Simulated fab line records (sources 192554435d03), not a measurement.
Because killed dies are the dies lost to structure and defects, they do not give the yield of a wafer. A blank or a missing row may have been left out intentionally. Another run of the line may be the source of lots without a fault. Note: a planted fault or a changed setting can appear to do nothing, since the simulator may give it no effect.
Which tool was responsible? :: flow n5_finfet :: 7 lots with 18 wafers sampled at 8 steps, on a route of 1938 steps

## WHAT EACH GAUGE READ, for each wafer
N5_BEOL_M12_OCD_MEAS_35. Usual: 321 nm for trench_depth_nm, sd 5.6.
lot: L488
measured: day 12 01:05
on: ocd-01
trench_depth_nm (nm): 330 324 325
flag: 

lot: L490
measured: day 12 08:01
on: ocd-01
trench_depth_nm (nm): 258 323
flag: OFF

lot: L493
measured: day 13 03:21
on: ocd-01
trench_depth_nm (nm): 318 259
flag: OFF

lot: L494
measured: day 13 04:35
on: ocd-02
trench_depth_nm (nm): 326 258
flag: OFF

lot: L499
measured: day 14 18:27
on: ocd-01
trench_depth_nm (nm): 322 330 328
flag: 

lot: L502
measured: day 15 17:37
on: ocd-01
trench_depth_nm (nm): 320 319 312
flag: 

lot: L505
measured: day 16 10:50
on: ocd-02
trench_depth_nm (nm): 325 328 325
flag: 

N5_BEOL_M12_THK_MEAS_50: measures by xrf. Usual: for M12_THK the level is 325 nm and the standard deviation is 6.1.
lot: L488
measured: day 12 03:16
on: film_metro-02
M12_THK (nm): 332 329 326
flag: 

lot: L490
measured: day 12 12:18
on: film_metro-02
M12_THK (nm): 264 328
flag: OFF

lot: L493
measured: day 13 05:23
on: film_metro-01
M12_THK (nm): 320 260
flag: OFF

lot: L494
measured: day 13 07:04
on: film_metro-01
M12_THK (nm): 331 261
flag: OFF

lot: L499
measured: day 14 22:30
on: film_metro-02
M12_THK (nm): 322 331 329
flag: 

lot: L502
measured: day 15 21:43
on: film_metro-02
M12_THK (nm): 325 321 316
flag: 

lot: L505
measured: day 16 15:08
on: film_metro-01
M12_THK (nm): 326 327 323
flag: 

N5_BEOL_M12_RS_MEAS_54: measurement is done with a four-point probe. Usual: for M12_RS the level is 0.0596 ohm/sq and the standard deviation is 0.0011.
lot: L488
measured: day 12 03:24
on: film_metro-02
M12_RS (ohm/sq): 0.0579 0.0586 0.0593
flag: 

lot: L490
measured: day 12 12:25
on: film_metro-02
M12_RS (ohm/sq): 0.0746 0.0596
flag: OFF

lot: L493
measured: day 13 05:31
on: film_metro-02
M12_RS (ohm/sq): 0.0600 0.0744
flag: OFF

lot: L494
measured: day 13 07:11
on: film_metro-01
M12_RS (ohm/sq): 0.0586 0.0751
flag: OFF

lot: L499
measured: day 14 22:37
on: film_metro-01
M12_RS (ohm/sq): 0.0596 0.0578 0.0582
flag: 

lot: L502
measured: day 15 21:50
on: film_metro-01
M12_RS (ohm/sq): 0.0599 0.0604 0.0614
flag: 

lot: L505
measured: day 16 15:16
on: film_metro-02
M12_RS (ohm/sq): 0.0588 0.0586 0.0590
flag: 

N5_BEOL_M15_RC_MEAS_101. Usual: COMB_M10 1.5e-11 S/m, standard deviation 3.3e-12; COMB_M11 1.46e-11 S/m, standard deviation 2.8e-12; COMB_M13 5.4e-12 S/m, standard deviation 1.1e-12; COMB_M14 3.9e-12 S/m, standard deviation 1e-12; COMB_M15 3e-12 S/m, standard deviation 8e-13; COMB_M5 3.6e-11 S/m, standard deviation 7.3e-12; COMB_M6 2.7e-11 S/m, standard deviation 4.4e-12; COMB_M7 2.6e-11 S/m, standard deviation 5.2e-12; COMB_M7_max_site 3.7e-11 S/m, standard deviation 8.9e-12; COMB_M8 2.7e-11 S/m, standard deviation 5.3e-12; COMB_M9 1.52e-11 S/m, standard deviation 2.9e-12; SERP_M10 3.00 ohm/um, standard deviation 0.11; SERP_M11 3.12 ohm/um, standard deviation 0.096; SERP_M12 0.636 ohm/um, standard deviation 0.021; SERP_M12_max_site 0.649 ohm/um, standard deviation 0.023; SERP_M13 0.312 ohm/um, standard deviation 0.0068; SERP_M14 0.159 ohm/um, standard deviation 0.0059; SERP_M5 39.4 ohm/um, standard deviation 1.8; SERP_M6 13.6 ohm/um, standard deviation 0.64; SERP_M7 14.1 ohm/um, standard deviation 0.64; SERP_M7_max_site 14.7 ohm/um, standard deviation 0.69; SERP_M8 14.0 ohm/um, standard deviation 0.79; SERP_M9 3.09 ohm/um, standard deviation 0.09.
lot: L488
measured: day 13 03:22
on: prober-01
COMB_M10 (S/m): 1.1e-11 1.2e-11 1.3e-11
COMB_M11 (S/m): 1.72e-11 1.73e-11 1.95e-11
COMB_M13 (S/m): 3.4e-12 4.6e-12 4.6e-12
COMB_M14 (S/m): 3.1e-12 2.8e-12 3.5e-12
COMB_M15 (S/m): 2.9e-12 3e-12 3.4e-12
COMB_M5 (S/m): 3.8e-11 4.2e-11 2.8e-11
COMB_M6 (S/m): 2.4e-11 3e-11 2.3e-11
COMB_M7 (S/m): 1.8e-11 2.9e-11 2.2e-11
COMB_M7_max_site (S/m): 2.6e-11 4.5e-11 3.3e-11
COMB_M8 (S/m): 3e-11 3e-11 1.9e-11
COMB_M9 (S/m): 1.55e-11 1.28e-11 1.67e-11
SERP_M10 (ohm/um): 2.90 3.16 2.98
SERP_M11 (ohm/um): 2.91 2.98 3.08
SERP_M12 (ohm/um): 0.594 0.646 0.607
SERP_M12_max_site (ohm/um): 0.612 0.673 0.620
SERP_M13 (ohm/um): 0.305 0.304 0.305
SERP_M14 (ohm/um): 0.151 0.149 0.161
SERP_M5 (ohm/um): 42.2 38.7 41.2
SERP_M6 (ohm/um): 13.7 13.8 13.3
SERP_M7 (ohm/um): 14.2 15.3 13.9
SERP_M7_max_site (ohm/um): 14.6 16.0 14.2
SERP_M8 (ohm/um): 13.1 13.3 13.3
SERP_M9 (ohm/um): 3.23 3.09 3.09
flag: 

lot: L490
measured: day 13 04:10
on: prober-02
COMB_M10 (S/m): 1.6e-11 1.1e-11
COMB_M11 (S/m): 1.35e-11 1.15e-11
COMB_M13 (S/m): 5e-12 7.4e-12
COMB_M14 (S/m): 4.9e-12 4.5e-12
COMB_M15 (S/m): 3.6e-12 3.6e-12
COMB_M5 (S/m): 3.6e-11 3.3e-11
COMB_M6 (S/m): 2.8e-11 1.9e-11
COMB_M7 (S/m): 2.2e-11 2.9e-11
COMB_M7_max_site (S/m): 3.4e-11 3.7e-11
COMB_M8 (S/m): 3.7e-11 2.3e-11
COMB_M9 (S/m): 1.34e-11 1.28e-11
SERP_M10 (ohm/um): 3.11 3.17
SERP_M11 (ohm/um): 3.07 3.02
SERP_M12 (ohm/um): 0.813 0.630
SERP_M12_max_site (ohm/um): 0.832 0.648
SERP_M13 (ohm/um): 0.311 0.316
SERP_M14 (ohm/um): 0.164 0.161
SERP_M5 (ohm/um): 43.7 37.6
SERP_M6 (ohm/um): 14.3 13.0
SERP_M7 (ohm/um): 14.4 12.8
SERP_M7_max_site (ohm/um): 14.7 13.3
SERP_M8 (ohm/um): 14.3 14.6
SERP_M9 (ohm/um): 2.98 3.02
flag: OFF

lot: L493
measured: day 14 04:03
on: prober-02
COMB_M10 (S/m): 1.2e-11 9e-12
COMB_M11 (S/m): 1.79e-11 1.52e-11
COMB_M13 (S/m): 6.2e-12 6.2e-12
COMB_M14 (S/m): 5.2e-12 3.9e-12
COMB_M15 (S/m): 4.1e-12 4.3e-12
COMB_M5 (S/m): 4.2e-11 3e-11
COMB_M6 (S/m): 2.6e-11 2.4e-11
COMB_M7 (S/m): 2.8e-11 2.3e-11
COMB_M7_max_site (S/m): 3.6e-11 4.6e-11
COMB_M8 (S/m): 3.5e-11 3.3e-11
COMB_M9 (S/m): 1.31e-11 1.56e-11
SERP_M10 (ohm/um): 3.01 3.07
SERP_M11 (ohm/um): 3.19 3.10
SERP_M12 (ohm/um): 0.642 0.823
SERP_M12_max_site (ohm/um): 0.654 0.833
SERP_M13 (ohm/um): 0.313 0.309
SERP_M14 (ohm/um): 0.158 0.151
SERP_M5 (ohm/um): 38.3 39.3
SERP_M6 (ohm/um): 13.4 13.8
SERP_M7 (ohm/um): 15.0 14.7
SERP_M7_max_site (ohm/um): 15.2 15.7
SERP_M8 (ohm/um): 14.4 14.4
SERP_M9 (ohm/um): 3.19 3.14
flag: OFF

lot: L494
measured: day 14 04:52
on: prober-01
COMB_M10 (S/m): 9e-12 1.4e-11
COMB_M11 (S/m): 1.67e-11 1.46e-11
COMB_M13 (S/m): 5.6e-12 5.2e-12
COMB_M14 (S/m): 4.7e-12 3.1e-12
COMB_M15 (S/m): 3e-12 2.4e-12
COMB_M5 (S/m): 5.1e-11 3.7e-11
COMB_M6 (S/m): 2.9e-11 2.9e-11
COMB_M7 (S/m): 2.1e-11 2e-11
COMB_M7_max_site (S/m): 2.9e-11 2.6e-11
COMB_M8 (S/m): 3.5e-11 3.1e-11
COMB_M9 (S/m): 1.31e-11 1.15e-11
SERP_M10 (ohm/um): 3.16 3.16
SERP_M11 (ohm/um): 3.03 3.07
SERP_M12 (ohm/um): 0.622 0.794
SERP_M12_max_site (ohm/um): 0.627 0.811
SERP_M13 (ohm/um): 0.326 0.318
SERP_M14 (ohm/um): 0.152 0.170
SERP_M5 (ohm/um): 38.9 39.8
SERP_M6 (ohm/um): 14.4 13.2
SERP_M7 (ohm/um): 14.1 13.1
SERP_M7_max_site (ohm/um): 14.8 13.6
SERP_M8 (ohm/um): 13.2 13.8
SERP_M9 (ohm/um): 3.07 3.19
flag: OFF

lot: L499
measured: day 15 21:44
on: prober-02
COMB_M10 (S/m): 1.3e-11 1.3e-11 1.3e-11
COMB_M11 (S/m): 1.5e-11 1.27e-11 1.33e-11
COMB_M13 (S/m): 6.2e-12 5.4e-12 4.9e-12
COMB_M14 (S/m): 5e-12 4e-12 5.7e-12
COMB_M15 (S/m): 3e-12 3.6e-12 3.4e-12
COMB_M5 (S/m): 2.7e-11 3.4e-11 2.6e-11
COMB_M6 (S/m): 2.5e-11 2.4e-11 2.1e-11
COMB_M7 (S/m): 2.6e-11 2.9e-11 4e-11
COMB_M7_max_site (S/m): 3.9e-11 5e-11 5.3e-11
COMB_M8 (S/m): 2.1e-11 2.7e-11 2.7e-11
COMB_M9 (S/m): 1.46e-11 1.19e-11 1.33e-11
SERP_M10 (ohm/um): 2.90 3.02 3.09
SERP_M11 (ohm/um): 3.27 3.00 3.13
SERP_M12 (ohm/um): 0.631 0.630 0.627
SERP_M12_max_site (ohm/um): 0.652 0.646 0.651
SERP_M13 (ohm/um): 0.303 0.322 0.299
SERP_M14 (ohm/um): 0.157 0.163 0.163
SERP_M5 (ohm/um): 37.6 37.7 38.1
SERP_M6 (ohm/um): 13.7 12.8 13.1
SERP_M7 (ohm/um): 14.3 12.9 14.5
SERP_M7_max_site (ohm/um): 15.1 13.0 15.1
SERP_M8 (ohm/um): 13.8 14.3 14.2
SERP_M9 (ohm/um): 2.99 2.91 2.99
flag: 

lot: L502
measured: day 16 15:39
on: prober-01
COMB_M10 (S/m): 1.8e-11 1.5e-11 1.1e-11
COMB_M11 (S/m): 1.4e-11 1.02e-11 1.73e-11
COMB_M13 (S/m): 3.1e-12 3.2e-12 4.9e-12
COMB_M14 (S/m): 3.6e-12 3.3e-12 3.5e-12
COMB_M15 (S/m): 1.9e-12 2.6e-12 2.8e-12
COMB_M5 (S/m): 4.1e-11 3.1e-11 3.7e-11
COMB_M6 (S/m): 2.9e-11 3e-11 3.1e-11
COMB_M7 (S/m): 1.8e-11 2.5e-11 2.2e-11
COMB_M7_max_site (S/m): 2.3e-11 3.7e-11 3.6e-11
COMB_M8 (S/m): 1.6e-11 3.4e-11 2.3e-11
COMB_M9 (S/m): 1.59e-11 1e-11 1.43e-11
SERP_M10 (ohm/um): 3.06 2.96 2.86
SERP_M11 (ohm/um): 3.27 3.14 3.28
SERP_M12 (ohm/um): 0.665 0.644 0.653
SERP_M12_max_site (ohm/um): 0.683 0.656 0.672
SERP_M13 (ohm/um): 0.305 0.312 0.310
SERP_M14 (ohm/um): 0.162 0.154 0.158
SERP_M5 (ohm/um): 39.8 38.6 38.9
SERP_M6 (ohm/um): 14.0 13.2 13.3
SERP_M7 (ohm/um): 14.1 15.0 12.7
SERP_M7_max_site (ohm/um): 14.7 15.7 14.4
SERP_M8 (ohm/um): 14.8 13.5 13.6
SERP_M9 (ohm/um): 3.18 3.13 3.02
flag: 

lot: L505
measured: day 17 17:37
on: prober-01
COMB_M10 (S/m): 1.6e-11 1.2e-11 1.1e-11
COMB_M11 (S/m): 1.02e-11 1.11e-11 1.11e-11
COMB_M13 (S/m): 3.1e-12 4.9e-12 4.4e-12
COMB_M14 (S/m): 4e-12 2.1e-12 3.1e-12
COMB_M15 (S/m): 1.7e-12 2.3e-12 1.5e-12
COMB_M5 (S/m): 3.6e-11 3.8e-11 3.5e-11
COMB_M6 (S/m): 2.2e-11 2.1e-11 2.8e-11
COMB_M7 (S/m): 2.9e-11 2.1e-11 2.9e-11
COMB_M7_max_site (S/m): 3.3e-11 3.3e-11 4.5e-11
COMB_M8 (S/m): 3.6e-11 2.3e-11 2.3e-11
COMB_M9 (S/m): 1.6e-11 9.8e-12 1.23e-11
SERP_M10 (ohm/um): 3.07 3.11 3.07
SERP_M11 (ohm/um): 3.27 3.11 3.18
SERP_M12 (ohm/um): 0.610 0.626 0.637
SERP_M12_max_site (ohm/um): 0.616 0.650 0.648
SERP_M13 (ohm/um): 0.311 0.308 0.324
SERP_M14 (ohm/um): 0.151 0.161 0.153
SERP_M5 (ohm/um): 41.0 42.4 38.1
SERP_M6 (ohm/um): 13.3 13.3 14.3
SERP_M7 (ohm/um): 14.4 14.9 13.9
SERP_M7_max_site (ohm/um): 15.0 15.5 14.4
SERP_M8 (ohm/um): 14.3 14.5 13.5
SERP_M9 (ohm/um): 2.98 3.19 3.09
flag: 

## TOOL THAT RAN EACH LOT (tool first, then ch and the chambers of the sampled wafers, then the start)
lot: L488
N5_BEOL_M12_DESCUM_15: rie_diel-01 ch 1,2,3, day 11 23:32
N5_BEOL_M12_ETCH_59: rie_diel-01 ch 1,2,3, day 11 23:34
N5_BEOL_M12_STRIP_63: plasma_asher-02 ch 0,1, day 11 23:49
N5_BEOL_M12_TRENCH_ETCH_34: rie_diel-04 ch 0,2,3, day 12 00:56

lot: L490
N5_BEOL_M12_DESCUM_15: rie_diel-04 ch 0,2, day 12 06:28
N5_BEOL_M12_ETCH_59: rie_diel-04 ch 0,2, day 12 06:31
N5_BEOL_M12_STRIP_63: plasma_asher-02 ch 0, day 12 06:46
N5_BEOL_M12_TRENCH_ETCH_34: rie_diel-04 ch 0,3, day 12 07:52

lot: L493
N5_BEOL_M12_DESCUM_15: rie_diel-04 ch 1,3, day 13 01:47
N5_BEOL_M12_ETCH_59: rie_diel-04 ch 1,3, day 13 01:49
N5_BEOL_M12_STRIP_63: plasma_asher-01 ch 0,1, day 13 02:05
N5_BEOL_M12_TRENCH_ETCH_34: rie_diel-04 ch 0, day 13 03:11

lot: L494
N5_BEOL_M12_DESCUM_15: rie_diel-03 ch 1,2, day 13 03:04
N5_BEOL_M12_ETCH_59: rie_diel-03 ch 1,2, day 13 03:06
N5_BEOL_M12_STRIP_63: plasma_asher-02 ch 0, day 13 03:21
N5_BEOL_M12_TRENCH_ETCH_34: rie_diel-04 ch 0,2, day 13 04:26

lot: L499
N5_BEOL_M12_DESCUM_15: rie_diel-03 ch 0,2,3, day 14 17:00
N5_BEOL_M12_ETCH_59: rie_diel-03 ch 0,2,3, day 14 17:02
N5_BEOL_M12_STRIP_63: plasma_asher-01 ch 0,1, day 14 17:17
N5_BEOL_M12_TRENCH_ETCH_34: rie_diel-03 ch 2,3, day 14 18:17

lot: L502
N5_BEOL_M12_DESCUM_15: rie_diel-04 ch 0,1,3, day 15 15:45
N5_BEOL_M12_ETCH_59: rie_diel-04 ch 0,1,3, day 15 15:47
N5_BEOL_M12_STRIP_63: plasma_asher-02 ch 0,1, day 15 16:02
N5_BEOL_M12_TRENCH_ETCH_34: rie_diel-01 ch 0,2,3, day 15 17:28

lot: L505
N5_BEOL_M12_DESCUM_15: rie_diel-04 ch 0,1,2, day 16 09:13
N5_BEOL_M12_ETCH_59: rie_diel-04 ch 0,1,2, day 16 09:15
N5_BEOL_M12_STRIP_63: plasma_asher-01 ch 0,1, day 16 09:30
N5_BEOL_M12_TRENCH_ETCH_34: rie_diel-04 ch 0,2, day 16 10:40
- N5_BEOL_M12_DESCUM_15: chemistry O2, time 7.9 s.
- N5_BEOL_M12_ETCH_59: etches BARC in N2/H2, target depth 89 nm, overetch 26.7 nm, time 67.9 s.
- N5_BEOL_M12_STRIP_63: strips in N2/H2.
- N5_BEOL_M12_TRENCH_ETCH_34: etches SiOC in C4F8/O2/Ar, target depth 318.95 nm, time 125.5 s.

## WHAT THE TOOLS THEMSELVES READ (means of the sampled wafers that have a number; where no wafer has one, the mark that the record gives instead)
N5_BEOL_M12_DESCUM_15. Usual: drypump_motor_current_A 5.6 A, standard deviation 0.47; oes_product_au 0.79 a.u., standard deviation 0.087; rf_vpp_V 243.7 V, standard deviation 1.7; showerhead_plenum_p_Torr 2.12 Torr, standard deviation 0.083; throttle_valve_pct 20.40 %, standard deviation 0.23.
lot: L488
tool: rie_diel-01
drypump_motor_current_A (A): 5.5
oes_product_au (a.u.): 0.76
rf_vpp_V (V): 244.0
showerhead_plenum_p_Torr (Torr): 2.11
throttle_valve_pct (%): 20.42
flag: 

lot: L490
tool: rie_diel-04
drypump_motor_current_A (A): 5.3
oes_product_au (a.u.): 0.83
rf_vpp_V (V): 245.8
showerhead_plenum_p_Torr (Torr): 2.20
throttle_valve_pct (%): 20.18
flag: 

lot: L493
tool: rie_diel-04
drypump_motor_current_A (A): 5.4
oes_product_au (a.u.): 0.78
rf_vpp_V (V): 241.8
showerhead_plenum_p_Torr (Torr): 2.01
throttle_valve_pct (%): 20.42
flag: 

lot: L494
tool: rie_diel-03
drypump_motor_current_A (A): 5.6
oes_product_au (a.u.): 0.77
rf_vpp_V (V): 243.0
showerhead_plenum_p_Torr (Torr): 2.09
throttle_valve_pct (%): 20.27
flag: 

lot: L499
tool: rie_diel-03
drypump_motor_current_A (A): 5.9
oes_product_au (a.u.): 0.78
rf_vpp_V (V): 241.9
showerhead_plenum_p_Torr (Torr): 2.08
throttle_valve_pct (%): 20.53
flag: 

lot: L502
tool: rie_diel-04
drypump_motor_current_A (A): 5.5
oes_product_au (a.u.): 0.78
rf_vpp_V (V): 242.6
showerhead_plenum_p_Torr (Torr): 2.07
throttle_valve_pct (%): 20.44
flag: 

lot: L505
tool: rie_diel-04
drypump_motor_current_A (A): 5.5
oes_product_au (a.u.): 0.81
rf_vpp_V (V): 243.9
showerhead_plenum_p_Torr (Torr): 2.13
throttle_valve_pct (%): 20.28
flag: 

N5_BEOL_M12_ETCH_59. Usual: drypump_motor_current_A 5.7 A, standard deviation 0.47; oes_product_au 0.67 a.u., standard deviation 0.07; rf_vpp_V 525 V, standard deviation 3.2; showerhead_plenum_p_Torr 2.59 Torr, standard deviation 0.11; throttle_valve_pct 17.93 %, standard deviation 0.29.
lot: L488
tool: rie_diel-01
drypump_motor_current_A (A): 5.5
oes_product_au (a.u.): 0.65
rf_vpp_V (V): 524
showerhead_plenum_p_Torr (Torr): 2.59
throttle_valve_pct (%): 18.13
flag: 

lot: L490
tool: rie_diel-04
drypump_motor_current_A (A): 5.3
oes_product_au (a.u.): 0.70
rf_vpp_V (V): 529
showerhead_plenum_p_Torr (Torr): 2.69
throttle_valve_pct (%): 17.75
flag: 

lot: L493
tool: rie_diel-04
drypump_motor_current_A (A): 5.4
oes_product_au (a.u.): 0.67
rf_vpp_V (V): 522
showerhead_plenum_p_Torr (Torr): 2.46
throttle_valve_pct (%): 17.97
flag: 

lot: L494
tool: rie_diel-03
drypump_motor_current_A (A): 5.6
oes_product_au (a.u.): 0.66
rf_vpp_V (V): 524
showerhead_plenum_p_Torr (Torr): 2.53
throttle_valve_pct (%): 17.62
flag: 

lot: L499
tool: rie_diel-03
drypump_motor_current_A (A): 6.0
oes_product_au (a.u.): 0.66
rf_vpp_V (V): 525
showerhead_plenum_p_Torr (Torr): 2.54
throttle_valve_pct (%): 18.03
flag: 

lot: L502
tool: rie_diel-04
drypump_motor_current_A (A): 5.5
oes_product_au (a.u.): 0.67
rf_vpp_V (V): 522
showerhead_plenum_p_Torr (Torr): 2.53
throttle_valve_pct (%): 18.01
flag: 

lot: L505
tool: rie_diel-04
drypump_motor_current_A (A): 5.5
oes_product_au (a.u.): 0.69
rf_vpp_V (V): 525
showerhead_plenum_p_Torr (Torr): 2.60
throttle_valve_pct (%): 17.83
flag: 

N5_BEOL_M12_STRIP_63. Usual: drypump_motor_current_A 5.9 A, standard deviation 0.4; heater_power_w 329 W, standard deviation 32; oes_product_au 0.693 a.u., standard deviation 0.0041; strip_time_to_endpoint_s 42.6 s, standard deviation 1.
lot: L488
tool: plasma_asher-02
drypump_motor_current_A (A): 5.7
heater_power_w (W): 360
oes_product_au (a.u.): 0.693
strip_time_to_endpoint_s (s): 43.6
flag: 

lot: L490
tool: plasma_asher-02
drypump_motor_current_A (A): 5.9
heater_power_w (W): 358
oes_product_au (a.u.): 0.696
strip_time_to_endpoint_s (s): 43.4
flag: 

lot: L493
tool: plasma_asher-01
drypump_motor_current_A (A): 6.0
heater_power_w (W): 298
oes_product_au (a.u.): 0.695
strip_time_to_endpoint_s (s): 41.4
flag: 

lot: L494
tool: plasma_asher-02
drypump_motor_current_A (A): 6.0
heater_power_w (W): 354
oes_product_au (a.u.): 0.697
strip_time_to_endpoint_s (s): 41.4
flag: 

lot: L499
tool: plasma_asher-01
drypump_motor_current_A (A): 5.8
heater_power_w (W): 299
oes_product_au (a.u.): 0.693
strip_time_to_endpoint_s (s): 43.4
flag: 

lot: L502
tool: plasma_asher-02
drypump_motor_current_A (A): 5.8
heater_power_w (W): 356
oes_product_au (a.u.): 0.695
strip_time_to_endpoint_s (s): 42.3
flag: 

lot: L505
tool: plasma_asher-01
drypump_motor_current_A (A): 5.8
heater_power_w (W): 300
oes_product_au (a.u.): 0.693
strip_time_to_endpoint_s (s): 42.4
flag: 

N5_BEOL_M12_TRENCH_ETCH_34. Usual: drypump_motor_current_A 5.6 A, standard deviation 0.46; oes_product_au 0.80 a.u., standard deviation 0.084; rf_vpp_V 667 V, standard deviation 3.8; showerhead_plenum_p_Torr 3.47 Torr, standard deviation 0.14; throttle_valve_pct 24.25 %, standard deviation 0.15.
lot: L488
tool: rie_diel-04
drypump_motor_current_A (A): 5.2
oes_product_au (a.u.): 0.79
rf_vpp_V (V): 668
showerhead_plenum_p_Torr (Torr): 3.51
throttle_valve_pct (%): 24.27
flag: 

lot: L490
tool: rie_diel-04
drypump_motor_current_A (A): 5.3
oes_product_au (a.u.): 0.77
rf_vpp_V (V): 668
showerhead_plenum_p_Torr (Torr): 3.46
throttle_valve_pct (%): 24.34
flag: 

lot: L493
tool: rie_diel-04
drypump_motor_current_A (A): 5.5
oes_product_au (a.u.): 0.84
rf_vpp_V (V): 670
showerhead_plenum_p_Torr (Torr): 3.63
throttle_valve_pct (%): 24.36
flag: 

lot: L494
tool: rie_diel-04
drypump_motor_current_A (A): 5.3
oes_product_au (a.u.): 0.82
rf_vpp_V (V): 671
showerhead_plenum_p_Torr (Torr): 3.62
throttle_valve_pct (%): 24.25
flag: 

lot: L499
tool: rie_diel-03
drypump_motor_current_A (A): 5.7
oes_product_au (a.u.): 0.87
rf_vpp_V (V): 665
showerhead_plenum_p_Torr (Torr): 3.42
throttle_valve_pct (%): 24.34
flag: 

lot: L502
tool: rie_diel-01
drypump_motor_current_A (A): 5.7
oes_product_au (a.u.): 0.85
rf_vpp_V (V): 668
showerhead_plenum_p_Torr (Torr): 3.51
throttle_valve_pct (%): 24.16
flag: 

lot: L505
tool: rie_diel-04
drypump_motor_current_A (A): 5.4
oes_product_au (a.u.): 0.80
rf_vpp_V (V): 669
showerhead_plenum_p_Torr (Torr): 3.61
throttle_valve_pct (%): 24.32
flag: 

## THE ANSWER, worked out from the rows above alone
Rule: a lot counts as off when the mean over its wafers that have a number is more than 3 standard deviations away from the usual mean. A lot without any number at a reading at which 4 lots or more have one is off too. The other lots that the step has rows for count as sound. Order of review: gauges by route order, followed by the tools' own readings, for which a lot's mean as printed above is used. The first step at which some lot is off is used, and at that step the reading that is off furthest; a lot without a number counts as furthest.
Off: L490, L493, L494, at N5_BEOL_M12_OCD_MEAS_35 (trench_depth_nm).
If a tool, at a process step before that reading, ran all the lots that are off and no sound lot after the first of them, it fits. The gauges at N5_BEOL_M12_OCD_MEAS_35 aren't tried: what is off there is off at N5_BEOL_M12_THK_MEAS_50 too, on other tools, and a gauge's error can't cause that. None of those tried fits.

## WHAT HAD BEEN PUT IN BY THE SIMULATOR
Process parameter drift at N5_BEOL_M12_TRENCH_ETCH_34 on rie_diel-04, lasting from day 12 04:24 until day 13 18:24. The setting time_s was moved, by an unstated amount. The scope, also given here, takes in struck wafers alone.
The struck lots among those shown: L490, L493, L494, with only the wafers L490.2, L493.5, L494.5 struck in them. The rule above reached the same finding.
